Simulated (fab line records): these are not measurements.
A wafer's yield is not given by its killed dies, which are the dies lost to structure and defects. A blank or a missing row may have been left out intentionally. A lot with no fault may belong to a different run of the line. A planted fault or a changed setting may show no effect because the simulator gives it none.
fab line records -- flow n5_finfet
record: lots: 4, wafers: 12, last_day: 13
route steps=1938 shown BEOL_M3@931 BEOL_M4@1111 PASSIVATION@1936
lots with no fault: from the same line, run without faults
start_h: the number of hours between the record's first day and the start of the first shown wafer of the lot -- wait_h: time in hours since the lot's previous step -- " unchanged from the row above -- L1.1+2: one row covering several wafers at once -- - no value present, or no start provided -- * or withheld: withheld -- < > ~ a bound
route shown NAME@n: a module of which the file shows steps, and the number in the route of the first -- usual: mean/standard deviation of fault-free wafers -- same: alike in all rows -- chamber/n: place in a boat -- sites: readings site by site -- _std_site: the values' standard deviation -- _edge_site: inner sites' mean taken away from outer sites' mean -- radius_mm: how far each site lies from the wafer's centre -- mask NAME#n: copy n -- behind: the tool/chamber that last shaped the wafer -- hold: the reason the lot was held/the length of the hold in hours/how it ended -- device: whichever transistor did not switch (one of n, p or np) -- end of line: the tests these same wafers got at the end of their route -- for a step that has no rows: nothing shown but its recipe -- killed: at the first sort, the dies lost to defects and structure; wafer yield is something else -- map: shows each die of a wafer: x if killed, . if not, _ if none is there
set.NAME: the setting that was run; set.NAME@STEP: the one run at that earlier step -- model.NAME: the simulator's own value behind a step, which no gauge read
a table for each step, a row for each wafer; lots at some steps of the route
services: from which hour (start_h, from the record's first day; less than 0 if before it) a tool's chamber was out of use, for how many hours, and why
== steps ==
step: N5_BEOL_M3_ILD_DEP_00
recipe: material: SiOC, target_thk_a: 790, temp_c: 350, precursor: DEMS/O2, pressure_torr: 5, rf_w: 500, time_s: 15.3
step: N5_BEOL_M3_PECVD_72
recipe: material: SiO2, target_thk_a: 160, temp_c: 400, precursor: TEOS/O2, pressure_torr: 5.5, rf_w: 450, teos_flow_sccm: 53.8, gas: O2, flow_sccm: 3000, time_s: 18
step: N5_BEOL_M3_HM_DEP_02
recipe: material: TiN, target_thk_a: 200, temp_c: 25, chamber_pressure_pa: 0.49996
step: N5_BEOL_M3_COAT_61
recipe: resist: SOC, temp_c: 250, time_s: 60, spin_rpm: 1500, resist_thk_nm: 60
step: N5_BEOL_M3_COAT_62
recipe: resist: SiARC, temp_c: 220, time_s: 60, spin_rpm: 1500, resist_thk_nm: 12
step: N5_BEOL_M3_COAT_73
recipe: resist: underlayer, temp_c: 205, time_s: 60, spin_rpm: 1500, resist_thk_nm: 5
step: N5_BEOL_M3_COAT_05
recipe: resist: CAR-EUV, spin_rpm: 1500, resist_thk_nm: 30
step: N5_BEOL_M3_EBR_07
recipe: solvent: PGMEA, ebr_width_mm: 1.5
step: N5_BEOL_M3_SOFTBAKE_06
recipe: temp_c: 110, time_s: 60, resist: CAR-EUV
step: N5_BEOL_M3_EXPOSE_08
recipe: mask_id: M3, na: 0.33, source_shape: dipole, sigma_inner: 0.369, sigma_outer: 0.767, polarization: unpolarized, dose_mj: 33
usual: exposure_dose_mJ_cm2: 32.89/0.042
same: dipole_opening_deg: 79.7
lot.wafer,tool,chamber,start_h,wait_h,mask,exposure_dose_mJ_cm2
L881.2,euv_scanner-01,0,174.80,-,M3#0,32.92
L881.4,euv_scanner-01,0,174.80,-,M3#0,32.89
L881.5,euv_scanner-01,0,174.80,-,M3#0,32.92
L882.1,euv_scanner-01,0,176.45,-,M3#0,30.23
L882.2,euv_scanner-01,0,176.45,-,M3#0,30.24
L882.6,euv_scanner-01,0,176.45,-,M3#0,30.19
L883.1,euv_scanner-01,0,185.90,-,M3#0,30.71
L883.4,euv_scanner-01,0,185.90,-,M3#0,30.76
L883.6,euv_scanner-01,0,185.90,-,M3#0,30.72
L884.1,euv_scanner-02,0,195.03,-,M3#0,32.86
L884.2,euv_scanner-02,0,195.03,-,M3#0,32.83
L884.6,euv_scanner-02,0,195.03,-,M3#0,32.83
step: N5_BEOL_M3_PEB_09
recipe: peb_temp_c: 100, peb_time_s: 60, resist: CAR-EUV
step: N5_BEOL_M3_DEVELOP_10
recipe: develop_time_s: 30, developer: TMAH, resist: CAR-EUV, rinse_liquid: surfactant_rinse, dry: air_spin, dev_temp_c: 23
step: N5_BEOL_M3_CD_MEAS_11
recipe: target_cd_nm: 17.05, landing_energy_ev: 500, detector: se_inlens, polarity: opening
usual: cd_nm: 17.09/0.22
lot.wafer,tool,chamber,start_h,wait_h,cd_nm
L881.2,cd_sem-03,0,174.92,-,17.71
L881.4,cd_sem-03,0,174.92,-,17.36
L881.5,cd_sem-03,0,174.92,-,16.88
L882.1,cd_sem-03,0,176.57,-,15.43
L882.2,cd_sem-03,0,176.57,-,15.46
L882.6,cd_sem-03,0,176.57,-,15.21
L883.1,cd_sem-03,0,186.02,-,15.82
L883.4,cd_sem-03,0,186.02,-,15.75
L883.6,cd_sem-03,0,186.02,-,15.78
L884.1,cd_sem-02,0,195.16,-,16.73
L884.2,cd_sem-02,0,195.16,-,17.24
L884.6,cd_sem-02,0,195.16,-,17.29
step: N5_BEOL_M3_DESCUM_16
recipe: chemistry: O2, time_s: 7, source_power_w: 50, bias_power_w: 20, pressure_mtorr: 20, rf_frequency_hz: 2.712e+07, temp_c: 40, resist: CAR-EUV, o2_flow_sccm: 225
step: N5_BEOL_M3_ETCH_74
recipe: chemistry: N2/H2, target: underlayer, target_depth_a: 65, mask_material: CAR-EUV, time_s: 5.2, ion_energy_ev: 200, pressure_mtorr: 30, source_w: 840, bias_w: 150, n2_flow_sccm: 200, h2_flow_sccm: 200, ends: cleared
usual: drypump_motor_current_A: 5.7/0.58, etch_rf_on_time_s: 5.20/0.12, n2_flow_sccm: 200.0/0.59, oes_product_au: 0.68/0.073, rf_fwd_power_W: 819.9/2.7, rf_vpp_V: 523.6/2.4, showerhead_plenum_p_Torr: 2.53/0.067, throttle_valve_pct: 17.78/0.27
lot.wafer,tool,chamber,start_h,wait_h,drypump_motor_current_A,etch_rf_on_time_s,n2_flow_sccm,oes_product_au,rf_fwd_power_W,rf_hours_counter_h,rf_vpp_V,showerhead_plenum_p_Torr,throttle_valve_pct,model.BEOL_M3.cd_offset_nm
L881.2,rie_diel-04,2,175.08,0.0,5.7,5.21,200.4,0.76,824.6,19,526.2,2.62,18.05,0
L881.4,rie_diel-04,3,175.08,0.0,6.6,5.25,199.7,0.61,819.3,186,519.0,2.43,18.18,-0.2
L881.5,rie_diel-04,1,175.08,0.0,6.5,5.20,200.5,0.68,818.7,-,523.6,2.55,17.81,0.2
L882.1,rie_diel-03,3,176.73,0.0,6.2,5.31,200.7,0.61,819.9,201,525.8,2.62,17.69,-1.8
L882.2,rie_diel-03,0,176.73,0.0,5.0,5.09,200.6,0.72,819.3,66,525.9,2.58,17.42,-1.8
L882.6,rie_diel-03,0,176.73,0.0,5.0,5.18,200.7,0.72,817.1,-,525.3,2.58,17.41,-2.2
L883.1,rie_diel-01,0,186.18,0.0,4.7,5.21,200.3,0.75,818.4,46,524.2,2.57,17.55,-1.4
L883.4,rie_diel-01,3,186.18,0.0,6.4,5.28,200.4,0.74,819.4,58,521.4,2.48,17.69,-1.6
L883.6,rie_diel-01,3,186.18,0.0,6.4,5.26,199.5,0.73,820.8,-,524.8,2.48,17.67,-1.6
L884.1,rie_diel-03,3,195.32,0.0,6.2,5.39,199.6,0.61,819.9,207,527.5,2.62,17.74,-0.2
L884.2,rie_diel-03,1,195.32,0.0,5.3,5.02,200.8,0.65,816.6,174,522.8,2.54,17.74,0
L884.6,rie_diel-03,3,195.32,0.0,6.2,5.30,199.5,0.61,822.3,-,526.3,2.62,17.71,-0.2
step: N5_BEOL_M3_ETCH_63
recipe: chemistry: CF4, target: SiARC, target_depth_a: 156, mask_material: CAR-EUV, time_s: 26, ion_energy_ev: 80, pressure_mtorr: 40, source_w: 545, bias_w: 36, Ar_flow_sccm: 100, cf4_flow_sccm: 100, ends: cleared
step: N5_BEOL_M3_ETCH_64
recipe: chemistry: N2/H2, target: SOC, target_depth_a: 750, overetch_a: 150, mask_material: SiARC, temp_c: 40, time_s: 112.5, ion_energy_ev: 200, pressure_mtorr: 30, source_w: 840, bias_w: 150, n2_flow_sccm: 200, h2_flow_sccm: 200
step: N5_BEOL_M3_STRIP_65
recipe: chemistry: N2/H2, temp_c: 40, n2_flow_sccm: 200, h2_flow_sccm: 200, rf_frequency_hz: 6e+07
step: N5_BEOL_M3_STRIP_75
recipe: chemistry: N2/H2, temp_c: 40, n2_flow_sccm: 200, h2_flow_sccm: 200, rf_frequency_hz: 6e+07
step: N5_BEOL_M3_STRIP_66
recipe: chemistry: CF4, resist: SiARC, power_w: 300, bias_power_w: 75, pressure_mtorr: 50, cf4_flow_sccm: 150, rf_frequency_hz: 6e+07
step: N5_BEOL_M3_HM_OPEN_17
recipe: chemistry: Cl2/BCl3, target_depth_a: 200, overetch_a: 60, target: TiN, mask_material: SOC, ion_energy_ev: 150, pressure_mtorr: 10, icp_w: 1000, bias_w: 126, Cl2_flow_sccm: 53.25, bcl3_flow_sccm: 21.75, Ar_flow_sccm: 25
usual: drypump_motor_current_A: 5.98/0.26, mfc_cl2_sccm: 53.25/0.16, oes_ar_750_au: 0.79/0.096, oes_product_au: 0.68/0.084, rf_fwd_power_W: 994/3.6, throttle_valve_pct: 22.16/0.18
lot.wafer,tool,chamber,start_h,wait_h,drypump_motor_current_A,mfc_cl2_sccm,oes_ar_750_au,oes_product_au,rf_fwd_power_W,rf_hours_counter_h,throttle_valve_pct,model.BEOL_M3.cd_offset_nm
L881.2,rie_metal-03,0,175.29,0.0,6.21,53.30,0.91,0.76,992,9,22.23,0
L881.4,rie_metal-03,1,175.29,0.0,6.02,53.00,0.73,0.60,987,-,21.96,-0.2
L881.5,rie_metal-03,1,175.29,0.0,6.03,53.18,0.74,0.60,994,-,21.96,0.4
L882.1,rie_metal-01,1,176.94,0.0,6.04,53.26,0.62,0.54,1000,104,22.60,-1.8
L882.2,rie_metal-01,0,176.94,0.0,6.18,53.22,0.69,0.59,986,88,22.13,-1.6
L882.6,rie_metal-01,1,176.94,0.0,6.00,53.31,0.62,0.54,993,-,22.61,-2
L883.1,rie_metal-03,1,186.39,0.0,6.08,53.14,0.73,0.61,992,62,21.93,-1.8
L883.4,rie_metal-03,1,186.39,0.0,6.04,53.23,0.73,0.61,995,-,21.95,-1.8
L883.6,rie_metal-03,1,186.39,0.0,6.04,53.31,0.74,0.61,993,-,21.92,-1.8
L884.1,rie_metal-01,1,195.53,0.0,6.06,53.27,0.61,0.54,994,105,22.58,-0.4
L884.2,rie_metal-01,0,195.53,0.0,6.20,53.12,0.69,0.61,993,90,22.12,-0.2
L884.6,rie_metal-01,0,195.53,0.0,6.19,53.20,0.69,0.60,994,-,22.12,0
step: N5_BEOL_M3_STRIP_19
recipe: chemistry: O2, power_w: 400, temp_c: 40, pressure_mtorr: 30, rf_frequency_hz: 6e+07, bias_power_w: 0, overash_fraction: 0.2, o2_flow_sccm: 225
step: N5_BEOL_M4_RC_MEAS_101
usual: DIBL_N: 35.9/1.7, DIBL_P: 36.0/2.2, IOFF_N: 0.16/0.031, IOFF_P: 0.21/0.039, ION_N: 678/13, ION_P: 464/8.8, SS_N: 71.5/0.61, SS_P: 73.2/0.68, VT_N: 249/3.3, VT_P: -250/3.8
lot.wafer,tool,chamber,start_h,wait_h,DIBL_N[mV/V],DIBL_P[mV/V],IOFF_N[nA/um],IOFF_P[nA/um],ION_N[uA/um],ION_P[uA/um],SS_N[mV/dec],SS_P[mV/dec],VT_N[mV],VT_P[mV]
L881.2,prober-02,0,195.51,0.2,33.0,33.1,0.11,0.15,672,460,70.9,71.9,253,-254
L881.4,prober-02,0,195.51,0.2,33.2,33.0,0.11,0.15,660,456,71.3,72.2,254,-255
L881.5,prober-02,0,195.51,0.2,33.7,33.5,0.12,0.15,667,460,71.4,71.9,255,-255
L884.1,prober-01,0,217.23,0.0,35.9,35.5,0.15,0.18,683,459,70.9,73.0,250,-254
L884.2,prober-01,0,217.23,0.0,33.9,32.5,0.11,0.15,662,453,70.3,72.9,254,-256
L884.6,prober-01,0,217.23,0.0,36.3,35.2,0.15,0.18,667,449,71.6,73.1,252,-255
step: N5_PASSIVATION_PROBE_49
usual: defect_limited_yield: 90.9/1.5, killed_at_M0_to_M3: 36/10, killed_at_M4_up: 13/5.5, killed_at_contacts: 12/5.6, killed_at_front_end: 42/12, killed_at_other: 4/3.2, killed_dies: 108/18, killed_on_rim: 15/4.1, killed_open: 71/13, killed_short: 34/7.8, sort_bin_5_function: 5.4/1, sort_bin_6_memory: 3.4/0.68, sort_n_pass: 1072/18, sort_yield_pct: 90.9/1.5
same: gross_dies: 1180, killed_at_back_side: 0, sort_bin_4_leakage[%]: 0, sort_bin_8_speed[%]: 0
lot.wafer,tool,chamber,start_h,wait_h,defect_limited_yield[%],killed_at_M0_to_M3,killed_at_M4_up,killed_at_contacts,killed_at_front_end,killed_at_other,killed_dies,killed_on_rim,killed_open,killed_short,sort_bin_5_function[%],sort_bin_6_memory[%],sort_n_pass,sort_yield_pct[%]
L881.2,prober-01,-,289.83,0.1,93.2,32,8,9,26,5,80,13,58,22,3.5,3.1,1100,93.2
L881.4,prober-01,-,289.93,0.2,92.2,51,3,5,28,5,92,15,58,34,4.2,3.2,1088,92.2
L881.5,prober-01,-,289.98,0.2,91.9,37,19,10,27,3,96,16,62,32,4.1,3.6,1084,91.9
L883.1,prober-01,-,313.44,0.0,33.9,690,17,12,60,1,780,97,77,39,42.5,19.2,400,33.9
L883.4,prober-01,-,313.59,0.2,34.1,704,14,6,51,3,778,97,56,36,40.8,19.3,402,34.1
L883.6,prober-01,-,313.69,0.3,37.6,667,17,18,33,1,736,98,68,27,41.6,16.4,444,37.6
L882.1,prober-01,-,315.87,0.0,0.2,1111,10,13,40,4,1178,152,69,18,73.5,6.6,2,0.2
L882.2,prober-01,-,315.92,0.1,0.3,1108,15,5,42,6,1176,151,68,37,69.1,6.5,4,0.3
L882.6,prober-01,-,316.12,0.3,0.3,1127,25,6,14,4,1176,152,60,21,71.9,5.4,4,0.3
killed by level:class
L881.2 FIN_SAQP:geometric_particle:open=11 BEOL_M2:geometric_particle:open=11 BEOL_M0_SAQP:geometric_particle:short=6 MOL_CONTACT_COAG:geometric_particle:open=6 BEOL_M3:geometric_particle:open=6 STI_FIN_REVEAL:geometric_particle:open=4 DUMMY_GATE:geometric_particle:open=4 BEOL_M5:geometric_particle:open=4
L881.4 BEOL_M0_SAQP:geometric_particle:open=17 BEOL_M0_SAQP:geometric_particle:short=14 FIN_SAQP:geometric_particle:open=9 BEOL_M2:geometric_particle:open=7 MOL_CONTACT_COAG:geometric_particle:open=5 DUMMY_GATE:geometric_particle:open=4 BEOL_M1:geometric_particle:open=4 GATE_CUT:geometric_particle:short=3
L881.5 BEOL_M0_SAQP:geometric_particle:open=12 BEOL_M0_SAQP:geometric_particle:short=10 FIN_SAQP:geometric_particle:short=8 FIN_SAQP:geometric_particle:open=8 MOL_CONTACT_COAG:geometric_particle:open=8 BEOL_M2:geometric_particle:open=7 BEOL_M4:geometric_particle:open=5 DUMMY_GATE:geometric_particle:open=4
L883.1 BEOL_M3:area_expose=658 STI_FIN_REVEAL:geometric_particle:open=16 MOL_CONTACT_COAG:geometric_particle:open=10 BEOL_M0_SAQP:geometric_particle:open=10 DUMMY_GATE:geometric_particle:open=9 BEOL_M0_SAQP:geometric_particle:short=8 BEOL_M4:geometric_particle:open=7 FIN_SAQP:geometric_particle:short=6
L883.4 BEOL_M3:area_expose=671 STI_FIN_REVEAL:geometric_particle:open=11 HKMG_FIN:area_etch=9 BEOL_M2:geometric_particle:open=8 BEOL_M4:geometric_particle:open=6 BEOL_M0_SAQP:geometric_particle:short=6 STARTING-WAFER:geometric_particle:short=5 FIN_SAQP:geometric_particle:open=4
L883.6 BEOL_M3:area_expose=641 STI_FIN_REVEAL:geometric_particle:open=13 MOL_CONTACT_COAG:geometric_particle:open=13 BEOL_M0_SAQP:geometric_particle:open=8 BEOL_M4:geometric_particle:open=8 BEOL_M2:geometric_particle:open=7 FIN_SAQP:geometric_particle:short=5 MOL_CONTACT_COAG:geometric_particle:short=5
L882.1 BEOL_M3:area_expose=1090 FIN_SAQP:geometric_particle:open=16 MOL_CONTACT_COAG:geometric_particle:open=10 DUMMY_GATE:geometric_particle:open=8 STI_FIN_REVEAL:geometric_particle:open=7 BEOL_M1:geometric_particle:open=6 BEOL_M3:geometric_particle:short=5 BEOL_M4:geometric_particle:open=4
L882.2 BEOL_M3:area_expose=1071 BEOL_M3:geometric_particle:open=14 FIN_SAQP:geometric_particle:open=13 FIN_SAQP:geometric_particle:short=7 BEOL_M0_SAQP:geometric_particle:short=7 DUMMY_GATE:geometric_particle:open=5 STI_FIN_REVEAL:geometric_particle:open=4 STARTING-WAFER:geometric_particle:open=4
L882.6 BEOL_M3:area_expose=1093 BEOL_M4:geometric_particle:open=14 BEOL_M0_SAQP:geometric_particle:open=8 BEOL_M1:geometric_particle:open=7 BEOL_M3:geometric_particle:open=7 MOL_CONTACT_COAG:geometric_particle:open=5 BEOL_M0_SAQP:geometric_particle:short=5 STI_FIN_REVEAL:geometric_particle:open=3
map L882.1 (x killed, . not)
_________________xxxxxxxxxxxx________________
______________xxxxxxxxxxxxxxxxxx_____________
___________xxxxxxxxxxxxxxxxxxxxxxxx__________
__________xxxxxxxxxxxxxxxxxxxxxxxxxx_________
________xxxxxxxxxxxxxxxxxxxxxxxxxxxxxx_______
_______xxxxxxxxxxxxxxxxxxxxxxxxxxxxxxxx______
______xxxxxxxxxxxxxxxxxxxxxxxxxxxxxxxxxx_____
_____xxxxxxxxxxxxxxxxxxxxxxxxxxxxxxxxxxxx____
____xxxxxxxxxxxxxxxxxxxxxxxxxxxxxxxxxxxxxx___
___xxxxxxxxxxxxxxxxxxxxxxxxxxxxxxxxxxxxxxxx__
___xxxxxxxxxxxxxxxxxxxxxxxxxxxxxxxxxxxxxxxx__
__xxxxxxxxxxxxxxxxxx.xxxxxxxxxxxxx.xxxxxxxxx_
__xxxxxxxxxxxxxxxxxxxxxxxxxxxxxxxxxxxxxxxxxx_
_xxxxxxxxxxxxxxxxxxxxxxxxxxxxxxxxxxxxxxxxxxxx
_xxxxxxxxxxxxxxxxxxxxxxxxxxxxxxxxxxxxxxxxxxxx
_xxxxxxxxxxxxxxxxxxxxxxxxxxxxxxxxxxxxxxxxxxxx
_xxxxxxxxxxxxxxxxxxxxxxxxxxxxxxxxxxxxxxxxxxxx
_xxxxxxxxxxxxxxxxxxxxxxxxxxxxxxxxxxxxxxxxxxxx
_xxxxxxxxxxxxxxxxxxxxxxxxxxxxxxxxxxxxxxxxxxxx
_xxxxxxxxxxxxxxxxxxxxxxxxxxxxxxxxxxxxxxxxxxxx
_xxxxxxxxxxxxxxxxxxxxxxxxxxxxxxxxxxxxxxxxxxxx
__xxxxxxxxxxxxxxxxxxxxxxxxxxxxxxxxxxxxxxxxxx_
__xxxxxxxxxxxxxxxxxxxxxxxxxxxxxxxxxxxxxxxxxx_
___xxxxxxxxxxxxxxxxxxxxxxxxxxxxxxxxxxxxxxxx__
___xxxxxxxxxxxxxxxxxxxxxxxxxxxxxxxxxxxxxxxx__
____xxxxxxxxxxxxxxxxxxxxxxxxxxxxxxxxxxxxxx___
_____xxxxxxxxxxxxxxxxxxxxxxxxxxxxxxxxxxxx____
______xxxxxxxxxxxxxxxxxxxxxxxxxxxxxxxxxx_____
_______xxxxxxxxxxxxxxxxxxxxxxxxxxxxxxxx______
________xxxxxxxxxxxxxxxxxxxxxxxxxxxxxx_______
__________xxxxxxxxxxxxxxxxxxxxxxxxxx_________
___________xxxxxxxxxxxxxxxxxxxxxxxx__________
______________xxxxxxxxxxxxxxxxxx_____________
_________________xxxxxxxxxxxx________________
map L883.1 (x killed, . not)
_________________.xxx.x...xx.________________
______________xx..x.x.xxxx..x..._____________
___________x.xxx...x.xxx.x..xxxx...__________
__________xxxxxx.x..xxxxx.x..xx.xxxx_________
________xxx.x.xx.xxxxx.xxxxxxxxxx.xx.x_______
_______xxxx.xxxx...xxxx.x..xxx.xxx.x...______
______xxx...xx.xxx.x.xxx.xxxxx..xx..xxx._____
_____xxx..x.x..x.x...x..x....x.x..xx...x.____
____x.x.xxxxxxx.xx.x.x.xx..x.xxxx.xxxx...x___
___.xx.x.xx..xxxxxxx..x.xx.xx.x.xxx.x.xxxx.__
___x.x.x.xx.xxxxxx...xx.xx.....xx.xxx.x.x.x__
__xx.x.xxx.x.xxxxx..xxxxx..xx.xxx.x.xx.x.x.x_
__x.xx..xx.xx.xxxxxxxxxxxxx.xxxxxxx..xx..xxx_
_xx.xx.x.xx.x.xx..xxxx.x.xxxx.xxx..x.xx.xxx..
_...xx..xxx..xx..xxx.x.xxxxxxxxxxx..x..xx.x..
_xx..x.xx.xx..x.x.xx.xxxxx.x.x.xxx..xx.x..x..
_xxxxxxxxxxxxxx.xxx.xx....xxx.xx.xxx.xxxxx.xx
_xxxxxxxx..xxx..xxx.xx.xxx.xxxxxx.xxxx.xxx..x
_x....x.x.xx.x.xxxxxxxxx.x.xxxx.xx.xxx....x.x
_.xx.xx.x.xx.xxxxxxxx...xx.x.x.xxxxx.xxxx.xx.
_xxxxxxxxxxxx.xxxxxx.x.x..x.xxxxxxxx.x..x.xx.
__xx.xxxx.xxxxxxx..x.xx.xx...x.xxxxxxxxxx.x._
__..xxxxxxxxxxxxxxxxxx.xxxxxxxxxxx.xx.x.xx.._
___xx.xxx..xxx..xxxxxxxx...xx..x..xx.xx.xxx__
___xxxxxxx...xxxx.xxx.xxx..x.xxxx.xxxxxxxxx__
____x.x.xxx.x....xxxxxx.xx..x.x.xxx..xxx.x___
_____...x.x.x.xx..xx.xx.x.x.xx...xxxxx.x.____
______...x.x.x.xx.xx..xxxxx..xxxx.x.x.xx_____
_______.x.x.x.xx.xxxxxx.x.xxx.xxx.xxx.x______
________.xxxxxxx.xx.xxx.xxxx..x...xx.x_______
__________.xxx..xx.x..xxx..xxxxx.x.x_________
___________xxxxx.xx.xxx.x.xxxx.xxxx__________
______________xxxxxxx..xx.xxxx.x_____________
_________________.xx..xxxxxxx________________
== services ==
tool,chamber,start_h,hours,kind
rie_metal-03,1,155.59,6.4,repair
euv_scanner-02,0,159.51,-,calibration
euv_scanner-01,-,160.54,1.0,pm
rie_metal-03,-,162.97,8.4,repair
euv_scanner-02,-,173.92,1.0,pm
euv_scanner-01,-,193.78,12.0,pm
== key ==
first_sign: step: N5_BEOL_M3_EXPOSE_08, reading: exposure_dose_mJ_cm2, direction: down, sigmas: 58, usual: 32.89, struck: 30.48
effect: step: N5_BEOL_M3_CD_MEAS_11, reading: cd_nm, direction: down, sigmas: 6.9, usual: 17.09, struck: 15.58, through: control_loop
effect: step: N5_PASSIVATION_PROBE_49, reading: killed_at_M0_to_M3, direction: up, sigmas: 87, usual: 36, struck: 901
model_effect: step: N5_BEOL_M3_ETCH_74, value: BEOL_M3.cd_offset_nm, without: -0.1333, struck: -1.733
model_effect: step: N5_BEOL_M3_HM_OPEN_17, value: BEOL_M3.cd_offset_nm, without: -0.2, struck: -1.8
more_kills_born_at: N5_BEOL_M3_EXPOSE_08@euv_scanner-01: 5224
met_at N5_BEOL_M3_EXPOSE_08
struck_wafers L882.1,L882.2,L882.6,L883.1,L883.4,L883.6
later_rows_left_out L882.1,L882.2,L882.6,L883.1,L883.4,L883.6
loop_trim: step: N5_BEOL_M3_EXPOSE_08, setting: dose, lots: L883
onset_between 174.80 176.45
fault: kind: process_parameter_drift, tool: euv_scanner-01, chamber: -, onset_h: 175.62, steps: N5_BEOL_M3_EXPOSE_08, channel: dose_mj, offset: -2.6532, shape: step, acts_in: these_recipes_only, stated: 33
later_rows_left_out: the simulator's readings of these wafers behind a module that went badly wrong aren't trusted and aren't shown, but for the sort
loop_trim: a control loop set the setting to another value than it would have without faults
